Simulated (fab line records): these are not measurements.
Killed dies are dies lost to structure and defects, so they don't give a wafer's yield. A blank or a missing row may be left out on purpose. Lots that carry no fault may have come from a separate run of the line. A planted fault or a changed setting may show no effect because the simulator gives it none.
fab line records    flow n5_finfet
record: lots: 14  wafers: 42  last_day: 18
route steps=1938 shown BEOL_M8@1333
lots with no fault: from the same line, run without faults
start_h: hours from the record's first day to the start of the lot's first wafer shown    wait_h: how many hours have passed since the lot's step before this one    " identical to the entry in the row above    L1.1+2: one row covering several wafers at once    - value missing, or start not given    * or withheld: withheld    < > ~ a bound
route shown NAME@n: names a module that has steps shown in the file, with the first one's number in the route    usual: average and standard deviation across the fault-free wafers    same: alike in all rows    chamber/n: place in a boat    sites: readings site by site    _std_site: their standard deviation    _edge_site: outer sites' mean less inner sites'    radius_mm: for every site, how far away it sits from the centre of the wafer    mask NAME#n: copy n    behind: the most recent tool/chamber to have shaped the wafer    hold: why the lot went on hold/how many hours it stayed there/how the hold came to an end    device: the transistor (n, p or np) that didn't switch    end of line: tests of these same wafers at the route's end    step lacking rows: just its recipe    killed: count of dies lost to structure and defects at first sort (not the wafer's yield)    map: a wafer's dies, x killed, . not, _ none there
set.NAME: setting as actually run; set.NAME@STEP: the setting as run at that earlier step    model.NAME: the simulator's own value behind a step, which no gauge read
the route's steps for a sample of lots (tables are steps, rows are wafers)
services: when a tool's chamber went out of use (start_h, in hours from the record's first day, below 0 if earlier), for how many hours, and the reason
== steps ==
step: N5_BEOL_M8_CURE_74
recipe: temp_c: 385  time_s: 240  ambient: He/Ar  material: SiCOH_lowk
usual: lamp_power_pct: 52.32/0.056  wafer_temp_C_max: 386.7/0.68
lot.wafer  tool        chamber  start_h  wait_h  lamp_power_pct  wafer_temp_C_max
L310.3     uv_cure-03  1        192.76   0.2     52.45           387.1
L310.4     "           1        "        "       52.37           387.0
L310.6     "           1        "        "       52.25           387.0
L311.1     uv_cure-02  2        208.31   0.0     52.37           386.0
L311.3     "           2        "        "       52.32           386.5
L311.5     "           2        "        "       52.34           386.1
L312.1     uv_cure-01  0        208.50   0.2     52.22           387.2
L312.2     "           0        "        "       52.34           387.3
L312.3     "           0        "        "       52.40           387.3
L314.3     uv_cure-02  1        223.31   0.2     52.37           386.2
L314.5     "           1        "        "       52.40           385.7
L314.6     "           1        "        "       52.33           385.7
L316.3     uv_cure-03  1        234.29   0.2     52.32           386.6
L316.4     "           1        "        "       52.36           386.4
L316.5     "           1        "        "       52.27           386.9
L318.2     uv_cure-02  1        242.00   0.1     52.31           385.4
L318.5     "           1        "        "       52.33           386.2
L318.6     "           1        "        "       52.23           385.7
L319.1     uv_cure-02  1        257.12   0.0     52.25           385.9
L319.3     "           1        "        "       52.38           385.9
L319.5     "           1        "        "       52.38           386.1
L320.1     uv_cure-01  0        261.51   0.0     52.37           388.4
L320.3     "           0        "        "       52.25           387.0
L320.4     "           0        "        "       52.22           387.4
L328.1     uv_cure-03  0        312.97   0.0     52.36           386.6
L328.2     "           0        "        "       52.38           387.0
L328.6     "           0        "        "       52.23           386.8
L329.1     uv_cure-03  1        317.49   0.1     52.35           387.0
L329.4     "           1        "        "       52.26           386.9
L329.5     "           1        "        "       52.37           386.5
L327.4     uv_cure-01  2        318.31   0.3     52.25           387.8
L327.5     "           2        "        "       52.26           387.8
L327.6     "           2        "        "       52.29           387.2
L330.1     uv_cure-01  0        326.93   0.0     52.35           387.1
L330.3     "           0        "        "       52.27           386.4
L330.4     "           0        "        "       52.38           387.2
L331.3     uv_cure-01  2        334.57   0.4     52.34           388.1
L331.4     "           2        "        "       52.32           387.6
L331.6     "           2        "        "       52.38           386.9
L332.2     uv_cure-01  0        337.49   0.1     52.47           387.6
L332.3     "           0        "        "       52.39           387.3
L332.5     "           0        "        "       52.38           387.2
step: N5_BEOL_M8_PECVD_70
recipe: material: SiO2  target_thk_a: 200  temp_c: 400  precursor: TEOS/O2  pressure_torr: 5.5  rf_w: 450  teos_flow_sccm: 53.8  gas: O2  flow_sccm: 3000  time_s: 22.7
usual: heater_power_w: 671/66  showerhead_plenum_p_Torr: 8.76/0.068  throttle_valve_pct: 22.1/0.65
lot.wafer  tool      chamber  start_h  wait_h  heater_power_w  showerhead_plenum_p_Torr  throttle_valve_pct
L310.3     pecvd-04  1        193.15   0.0     706             8.67                      22.5
L310.4     "         1        "        "       712             8.71                      22.7
L310.6     "         2        "        "       665             8.86                      22.7
L311.1     pecvd-04  1        208.86   0.0     695             8.71                      23.0
L311.3     "         0        "        "       693             8.66                      21.6
L311.5     "         2        "        "       623             8.85                      22.6
L312.1     pecvd-01  0        209.05   0.0     709             8.75                      22.3
L312.2     "         1        "        "       652             8.80                      23.2
L312.3     "         0        "        "       702             8.76                      22.4
L314.3     pecvd-02  0        223.70   0.0     527             8.80                      21.8
L314.5     "         0        "        "       522             8.76                      21.6
L314.6     "         2        "        "       705             8.79                      21.3
L316.3     pecvd-02  0        234.68   0.0     527             8.80                      21.4
L316.4     "         2        "        "       697             8.81                      21.5
L316.5     "         0        "        "       529             8.78                      21.4
L318.2     pecvd-02  1        242.47   0.0     656             8.67                      22.3
L318.5     "         0        "        "       557             8.75                      21.6
L318.6     "         1        "        "       702             8.65                      22.1
L319.1     pecvd-02  0        257.67   0.0     591             8.76                      21.9
L319.3     "         2        "        "       683             8.81                      21.4
L319.5     "         2        "        "       676             8.81                      21.2
L320.1     pecvd-01  1        262.54   0.0     776             8.77                      23.1
L320.3     "         0        "        "       790             8.77                      22.4
L320.4     "         0        "        "       780             8.76                      22.4
L328.1     pecvd-01  2        313.52   0.0     621             8.85                      21.9
L328.2     "         1        "        "       805             8.77                      23.3
L328.6     "         0        "        "       740             8.75                      22.5
L329.1     pecvd-04  2        318.04   0.0     625             8.85                      23.0
L329.4     "         0        "        "       590             8.66                      21.7
L329.5     "         2        "        "       637             8.86                      23.2
L327.4     pecvd-02  1        318.64   0.1     698             8.67                      21.9
L327.5     "         0        "        "       579             8.78                      21.9
L327.6     "         2        "        "       626             8.78                      21.5
L330.1     pecvd-04  0        327.48   0.0     631             8.65                      21.5
L330.3     "         2        "        "       561             8.85                      23.2
L330.4     "         1        "        "       621             8.70                      22.9
L331.3     pecvd-02  1        334.96   0.0     715             8.67                      22.4
L331.4     "         2        "        "       657             8.80                      21.4
L331.6     "         1        "        "       693             8.67                      21.9
L332.2     pecvd-04  0        337.96   0.0     590             8.68                      21.7
L332.3     "         1        "        "       659             8.70                      23.0
L332.5     "         1        "        "       640             8.70                      22.7
step: N5_BEOL_M8_HM_OPEN_17
recipe: chemistry: Cl2/BCl3  target_depth_a: 200  overetch_a: 60  target: TiN  mask_material: SOC  ion_energy_ev: 150  pressure_mtorr: 10  icp_w: 1000  bias_w: 126  Cl2_flow_sccm: 53.25  bcl3_flow_sccm: 21.75  Ar_flow_sccm: 25
usual: bcl3_flow_sccm: 21.75/0.064  bias_w: 126.0/0.37  chamber_pressure_mTorr: 10.001/0.009  drypump_motor_current_A: 5.7/0.71  oes_product_au: 0.70/0.099  throttle_valve_pct: 22.03/0.28
lot.wafer  tool          chamber  start_h  wait_h  bcl3_flow_sccm  bias_w  chamber_pressure_mTorr  drypump_motor_current_A  oes_product_au  rf_hours_counter_h  throttle_valve_pct
L310.3     rie_metal-02  0        196.14   0.1     21.82           126.1   9.994                   5.5                      0.51            -                   21.96
L310.4     "             1        "        "       21.68           126.4   10.016                  5.2                      0.78            -                   21.77
L310.6     "             1        "        "       21.77           125.9   9.988                   5.2                      0.78            -                   21.76
L311.1     rie_metal-02  1        211.22   0.0     21.76           124.9   9.999                   5.2                      0.78            7                   21.76
L311.3     "             0        "        "       21.69           125.7   9.997                   5.4                      0.51            -                   21.97
L311.5     "             0        "        "       21.69           125.7   10.005                  5.5                      0.51            -                   21.97
L312.1     rie_metal-03  0        211.40   0.0     21.77           126.5   9.990                   5.0                      0.54            115                 21.87
L312.2     "             1        "        "       21.68           125.9   10.006                  6.8                      0.66            46                  22.09
L312.3     "             1        "        "       21.72           126.9   9.999                   6.7                      0.67            -                   22.08
L314.3     rie_metal-01  0        226.31   0.1     21.87           125.9   9.996                   5.0                      0.52            -                   22.49
L314.5     "             0        "        "       21.84           126.1   9.994                   5.1                      0.53            -                   22.50
L314.6     "             1        "        "       21.76           126.0   9.992                   6.5                      0.66            -                   22.34
L316.3     rie_metal-02  0        236.92   0.1     21.71           126.1   10.004                  5.5                      0.85            -                   21.79
L316.4     "             1        "        "       21.68           125.8   10.010                  5.2                      0.75            -                   21.75
L316.5     "             0        "        "       21.65           126.0   10.003                  5.5                      0.84            -                   21.77
L318.2     rie_metal-02  0        244.07   0.0     21.83           126.4   9.989                   5.5                      0.84            1                   21.77
L318.5     "             0        "        "       21.86           126.3   9.997                   5.5                      0.84            -                   21.79
L318.6     "             1        "        "       21.73           126.2   10.009                  5.2                      0.75            -                   21.75
L319.1     rie_metal-03  1        259.58   0.0     -               -       -                       -                        -               -                   -
L319.3     "             1        "        "       -               -       -                       -                        -               -                   -
L319.5     "             1        "        "       -               -       -                       -                        -               -                   -
L320.1     rie_metal-02  0        264.86   0.0     -               -       -                       -                        -               -                   -
L320.3     "             1        "        "       -               -       -                       -                        -               -                   -
L320.4     "             0        "        "       -               -       -                       -                        -               -                   -
L328.1     rie_metal-03  0        316.45   0.0     21.70           125.8   9.997                   5.0                      0.80            4                   21.70
L328.2     "             1        "        "       21.69           125.9   9.998                   6.7                      0.65            57                  22.10
L328.6     "             1        "        "       21.77           125.8   10.002                  6.8                      0.65            -                   22.08
L329.1     rie_metal-03  1        320.48   0.0     21.86           126.4   9.995                   6.7                      0.64            58                  22.09
L329.4     "             1        "        "       21.83           126.0   10.013                  6.8                      0.64            -                   22.11
L329.5     "             1        "        "       21.87           126.4   9.993                   6.7                      0.65            -                   22.08
L327.4     rie_metal-01  0        320.88   0.1     21.83           125.9   9.988                   5.1                      0.79            -                   22.44
L327.5     "             1        "        "       21.80           125.1   10.001                  6.5                      0.64            -                   22.39
L327.6     "             0        "        "       21.80           126.0   9.991                   5.1                      0.79            -                   22.44
L330.1     rie_metal-02  1        329.70   0.0     21.63           126.5   9.998                   5.2                      0.74            19                  21.79
L330.3     "             1        "        "       21.81           126.4   10.025                  5.2                      0.74            -                   21.78
L330.4     "             0        "        "       21.86           126.3   10.006                  5.5                      0.78            -                   21.80
L331.3     rie_metal-03  1        337.27   0.1     21.72           125.6   10.000                  6.8                      0.64            -                   22.11
L331.4     "             0        "        "       21.80           125.9   9.985                   5.0                      0.78            -                   21.70
L331.6     "             0        "        "       21.78           125.7   10.000                  5.0                      0.77            -                   21.70
L332.2     rie_metal-02  1        339.00   0.0     21.65           126.7   10.003                  5.2                      0.73            20                  21.79
L332.3     "             1        "        "       21.81           126.4   9.993                   5.2                      0.73            -                   21.77
L332.5     "             0        "        "       21.76           125.5   9.996                   5.5                      0.78            -                   21.79
step: N5_BEOL_M8_STRIP_19
recipe: chemistry: O2  power_w: 400  temp_c: 40  pressure_mtorr: 30  rf_frequency_hz: 6e+07  bias_power_w: 0  overash_fraction: 0.2  o2_flow_sccm: 225
usual: chamber_pressure_mTorr: 30.00/0.031  drypump_motor_current_A: 5.6/0.52  oes_product_au: 0.82/0.082  rf_vpp_V: 3.7/0.61  showerhead_plenum_p_Torr: 2.10/0.077  throttle_valve_pct: 16.5/0.3
lot.wafer  tool         chamber  start_h  wait_h  chamber_pressure_mTorr  drypump_motor_current_A  oes_product_au  rf_hours_counter_h  rf_vpp_V  showerhead_plenum_p_Torr  throttle_valve_pct
L310.3     rie_diel-02  3        196.27   0.1     30.01                   5.8                      0.80            114                 4.8       2.10                      16.4
L310.4     "            2        "        "       29.99                   5.3                      0.87            44                  3.3       2.25                      16.3
L310.6     "            1        "        "       30.00                   6.0                      0.70            -                   3.4       2.16                      16.8
L311.1     rie_diel-02  0        211.38   0.1     30.04                   5.7                      0.82            80                  3.8       2.04                      16.3
L311.3     "            1        "        "       30.01                   6.0                      0.69            227                 3.8       2.16                      16.8
L311.5     "            1        "        "       30.05                   6.0                      0.70            -                   4.0       2.16                      16.8
L312.1     rie_diel-05  2        211.56   0.1     29.96                   5.6                      0.77            123                 4.5       2.10                      16.6
L312.2     "            1        "        "       30.02                   4.8                      0.90            29                  3.6       2.05                      16.1
L312.3     "            0        "        "       29.97                   5.2                      0.79            118                 3.8       2.02                      16.4
L314.3     rie_diel-05  1        226.43   0.1     30.00                   4.8                      0.88            37                  3.2       2.05                      16.1
L314.5     "            2        "        "       29.99                   5.6                      0.77            -                   3.9       2.10                      16.6
L314.6     "            3        "        "       29.98                   5.4                      0.97            -                   3.5       2.07                      16.3
L316.3     rie_diel-02  3        237.00   0.1     29.96                   5.8                      0.79            133                 3.5       2.10                      16.4
L316.4     "            2        "        "       30.04                   5.3                      0.85            60                  4.3       2.24                      16.3
L316.5     "            2        "        "       30.02                   5.4                      0.84            -                   2.6       2.24                      16.3
L318.2     rie_diel-06  1        244.18   0.1     29.99                   5.1                      0.96            1                   4.0       2.06                      16.3
L318.5     "            2        "        "       30.03                   6.4                      0.69            -                   4.0       1.99                      17.4
L318.6     "            3        "        "       29.99                   6.6                      0.70            -                   4.6       2.18                      17.1
L319.1     rie_diel-06  3        259.78   0.2     30.02                   6.6                      0.69            239                 3.7       2.18                      17.1
L319.3     "            2        "        "       30.01                   6.4                      0.68            250                 4.8       1.99                      17.3
L319.5     "            2        "        "       30.03                   6.4                      0.70            -                   3.3       1.99                      17.4
L320.1     rie_diel-02  3        264.97   0.1     29.99                   5.8                      0.77            143                 3.9       2.09                      16.5
L320.3     "            1        "        "       29.95                   6.0                      0.68            249                 2.9       2.15                      16.9
L320.4     "            2        "        "       29.93                   5.3                      0.85            69                  4.4       2.24                      16.3
L328.1     rie_diel-05  0        316.69   0.2     29.95                   5.2                      0.76            158                 3.2       2.01                      16.5
L328.2     "            3        "        "       30.03                   5.4                      0.89            36                  2.2       2.06                      16.3
L328.6     "            3        "        "       30.07                   5.4                      0.88            -                   5.2       2.06                      16.3
L329.1     rie_diel-05  0        320.77   0.3     30.01                   5.3                      0.75            159                 3.6       2.01                      16.5
L329.4     "            2        "        "       30.01                   5.6                      0.74            165                 3.4       2.09                      16.7
L329.5     "            2        "        "       30.00                   5.6                      0.74            -                   3.3       2.09                      16.7
L327.4     rie_diel-06  1        320.99   0.1     29.98                   5.1                      0.88            32                  2.8       2.04                      16.3
L327.5     "            1        "        "       30.01                   5.1                      0.86            -                   4.2       2.05                      16.3
L327.6     "            2        "        "       30.00                   6.4                      0.96            -                   4.5       2.25                      16.9
L330.1     rie_diel-02  2        329.82   0.1     30.02                   5.4                      0.80            94                  4.1       2.23                      16.4
L330.3     "            0        "        "       29.97                   5.7                      0.78            126                 2.8       2.02                      16.4
L330.4     "            3        "        "       29.92                   5.8                      0.75            167                 3.4       2.08                      16.5
L331.3     rie_diel-02  3        337.50   0.2     30.02                   5.8                      0.75            170                 3.0       2.08                      16.5
L331.4     "            1        "        "       30.03                   6.0                      0.89            17                  4.2       2.14                      16.5
L331.6     "            3        "        "       30.04                   5.8                      0.75            -                   3.4       2.08                      16.5
L332.2     rie_diel-06  0        339.11   0.1     29.98                   5.0                      0.81            109                 2.6       2.21                      16.4
L332.3     "            1        "        "       29.95                   5.1                      0.85            39                  2.7       2.04                      16.3
L332.5     "            2        "        "       29.98                   6.5                      0.93            -                   4.2       2.25                      17.0
step: N5_BEOL_M8_CD_MEAS_18
recipe: pitch_nm: 80  target_cd_nm: 40
usual: cd_nm: 40.1/0.54
lot.wafer  tool       chamber  start_h  wait_h  cd_nm
L310.3     cd_sem-01  -        196.34   0.1     39.0
L310.4     "          -        "        "       40.0
L310.6     "          -        "        "       40.2
L311.1     cd_sem-02  -        211.45   0.0     39.8
L311.3     "          -        "        "       39.8
L311.5     "          -        "        "       40.0
L312.1     cd_sem-01  -        211.63   0.0     40.2
L312.2     "          -        "        "       40.0
L312.3     "          -        "        "       40.0
L314.3     cd_sem-01  -        226.50   0.1     40.0
L314.5     "          -        "        "       39.8
L314.6     "          -        "        "       40.4
L316.3     cd_sem-01  -        237.07   0.1     39.0
L316.4     "          -        "        "       40.2
L316.5     "          -        "        "       38.9
L318.2     cd_sem-01  -        244.26   0.1     40.2
L318.5     "          -        "        "       39.8
L318.6     "          -        "        "       40.8
L319.1     cd_sem-02  -        259.85   0.0     -
L319.3     "          -        "        "       -
L319.5     "          -        "        "       -
L320.1     cd_sem-03  -        265.04   0.0     -
L320.3     "          -        "        "       -
L320.4     "          -        "        "       -
L328.1     cd_sem-02  -        316.76   0.0     40.3
L328.2     "          -        "        "       39.7
L328.6     "          -        "        "       40.1
L329.1     cd_sem-03  -        320.84   0.0     39.8
L329.4     "          -        "        "       40.7
L329.5     "          -        "        "       39.6
L327.4     cd_sem-02  -        321.06   0.1     39.2
L327.5     "          -        "        "       39.6
L327.6     "          -        "        "       39.4
L330.1     cd_sem-01  -        329.89   0.0     39.6
L330.3     "          -        "        "       40.7
L330.4     "          -        "        "       41.4
L331.3     cd_sem-03  -        337.57   0.1     40.1
L331.4     "          -        "        "       40.0
L331.6     "          -        "        "       40.9
L332.2     cd_sem-03  -        339.19   0.1     40.4
L332.3     "          -        "        "       40.1
L332.5     "          -        "        "       40.1
== services ==
tool          chamber  start_h  hours  kind
uv_cure-02    -        181.37   2.1    pm
uv_cure-02    -        188.13   2.8    pm
rie_diel-06   -        195.13   28.1   pm
pecvd-02      0        206.64   4.7    repair
uv_cure-01    -        227.97   28.1   pm
pecvd-01      -        241.79   14.6   pm
uv_cure-03    -        246.60   2.1    pm
rie_diel-05   -        250.18   0.4    repair
pecvd-04      -        254.23   6.0    pm
uv_cure-03    -        255.96   7.5    pm
uv_cure-02    -        270.70   6.3    repair
pecvd-01      1        279.98   6.5    repair
pecvd-02      -        290.07   1.3    repair
rie_metal-02  -        298.13   1.4    pm
uv_cure-01    -        298.67   7.1    pm
rie_metal-02  -        303.05   2.8    pm
uv_cure-01    -        305.97   4.1    repair
uv_cure-02    -        310.48   1.0    pm
pecvd-04      -        315.53   0.6    repair
rie_metal-03  0        319.68   5.5    repair
rie_diel-05   2        325.98   13.5   repair
rie_diel-05   -        330.64   3.9    repair
uv_cure-03    -        330.67   7.5    pm
rie_diel-05   3        336.29   3.1    repair
== key ==
first_sign: step: N5_BEOL_M8_HM_OPEN_17  reading: tool_record  direction: missing
effect: step: N5_BEOL_M8_CD_MEAS_18  reading: cd_nm  direction: missing
met_at N5_BEOL_M8_HM_OPEN_17
struck_lots L319,L320
later_rows_left_out L319.1,L319.3,L319.5,L320.1,L320.3,L320.4
sort_left_out L319.1,L319.3,L319.5,L320.1,L320.3,L320.4
not_acting_at N5_BEOL_M8_CURE_74,N5_BEOL_M8_PECVD_70,N5_BEOL_M8_STRIP_19
onset_between 244.07 259.58
fault: kind: skipped_step_whole  tool: rie_metal-02,rie_metal-03  chamber: -  onset_h: 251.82  steps: N5_BEOL_M8_HM_OPEN_17  scope: struck_lots_only
sort_left_out: the simulated sort isn't trusted on such a fault, so these wafers' sort isn't shown, and their yield isn't known
later_rows_left_out: the simulator's readings of these wafers behind a module that went badly wrong aren't trusted and aren't shown, but for the sort
